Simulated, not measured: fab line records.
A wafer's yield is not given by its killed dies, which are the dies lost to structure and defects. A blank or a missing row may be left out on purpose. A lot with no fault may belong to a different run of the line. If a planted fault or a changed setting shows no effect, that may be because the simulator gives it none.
A lot that was struck, set against a sound lot    flow nand_harc    15 out of 1302 route steps
Sound: these wafers, L881.3, L881.4, L881.5. Struck: wafer L873.1. (L873.3 of the same lot was not struck and is left out.) The cause comes at the end.
Each step with rows lists, per side, the tool, then ch with its chambers, then its first start. Under that, the readings that differ: sound wafers    struck wafers    difference of the means    sigmas: that difference in standard deviations of wafers without a fault.
alike: readings whose means differ by less than 2 such deviations, and words and numbers that are the same on both sides. not compared: withheld readings, readings that some wafer has no value for, bounds like >300 that may hide the same value, and numbers for which the record gives no deviation and whose values overlap.
A row with sigmas, a row that says differs or no value, or rows on one side alone: a step with any of these is where the two part. Numbers that have no deviation but don't overlap get no sigmas and don't part them. A reading that every wafer of one side lacks parts them only if that side has two wafers or more.

first, 7 steps without rows for these wafers: NHARC_A_BLC_COAT_03 (time 65 s); NHARC_A_BLC_COAT_04 (resist thk 90 nm); NHARC_A_BLC_SOFTBAKE_05 (time 55 s); NHARC_A_BLC_EBR_06; NHARC_A_BLC_EXPOSE_07 (exposes mask A BLC, target cd 100 nm); NHARC_A_BLC_PEB_08 (peb time 65 s); NHARC_A_BLC_DEVELOP_09 (develop time 35 s).
NHARC_A_BLC_CD_MEAS_10: target cd 100 nm.
  sound on cd_sem-02 ch 0, day 29 04:21; struck on cd_sem-03 ch 0, day 26 01:52
reading     sound              struck  difference  sigmas
cd_nm (nm)  101.0 100.9 100.8  99.1    -1.8        -3
NHARC_A_BLC_OVL_MEAS_11:
  sound on overlay-02 at day 29 04:26; struck on overlay-02 at day 26 01:58
  alike: overlay_x_nm, overlay_y_nm
NHARC_A_BLC_INSPECT_12:
  sound on defect_inspect-02 at day 29 04:28; struck on defect_inspect-02 at day 26 01:59
  alike: raw_defect_count
NHARC_A_BLC_DESCUM_15: chemistry O2, time 3 s.
  sound on rie_diel-10 ch 0,2,3, day 29 04:32; struck on rie_diel-07 ch 0, day 26 02:03
  alike: drypump_motor_current_A, o2_flow_sccm, oes_product_au, rf_vpp_V, showerhead_plenum_p_Torr, throttle_valve_pct
  not compared: rf_hours_counter_h
NHARC_A_BLC_ETCH_16: etches the open film in CF4, target depth 39 nm, time 65 s.
  sound on rie_diel-10 ch 0,1, day 29 04:37; struck on rie_diel-07 ch 2, day 26 02:10
reading                          sound              struck  difference  sigmas
drypump_motor_current_A (A)      6.5 5.8 6.5        5.0     -1.3        -3
rf_vpp_V (V)                     151.1 148.9 149.8  152.4   +2.5        +2
showerhead_plenum_p_Torr (Torr)  1.72 1.65 1.73     1.88    +0.18       +3
  alike: oes_product_au, run_length_s, throttle_valve_pct
  not compared: rf_hours_counter_h
NHARC_A_BLC_ETCH_17: etches the open film in N2/H2, target depth 390 nm, time 609.38 s.
  sound on rie_diel-10 ch 0,2, day 29 04:42; struck on rie_diel-07 ch 0, day 26 02:16
reading                 sound                 struck  difference  sigmas
run_length_s (s)        630.7 630.0 630.8     646.1   +15.6       +28
throttle_valve_pct (%)  14.152 14.160 14.175  14.183  +0.021      +2
  alike: drypump_motor_current_A, oes_product_au, rf_vpp_V, showerhead_plenum_p_Torr
  not compared: rf_hours_counter_h
NHARC_A_BLC_ETCH_18: etches the open film in C4F8/O2/Ar, target depth 910 nm.
  sound on rie_diel-10 ch 1,2,3; struck on rie_diel-07 ch 0
  alike: oes_product_au, rf_vpp_V
  not compared: rf_hours_counter_h
NHARC_END_SORT_01:
  sound on prober-01 ch 0, day 31 02:18; struck on prober-02 ch 0, day 27 23:03
  alike: killed_at_array, killed_at_other, killed_at_periphery, killed_dies, killed_open, killed_short

== WHERE THEY PART ==
Last at NHARC_A_BLC_ETCH_17 as far as this record goes, first at NHARC_A_BLC_CD_MEAS_10. Later steps at which nothing parts them and some readings are alike: NHARC_A_BLC_ETCH_18, NHARC_END_SORT_01.

WHY: whatever the simulator had introduced
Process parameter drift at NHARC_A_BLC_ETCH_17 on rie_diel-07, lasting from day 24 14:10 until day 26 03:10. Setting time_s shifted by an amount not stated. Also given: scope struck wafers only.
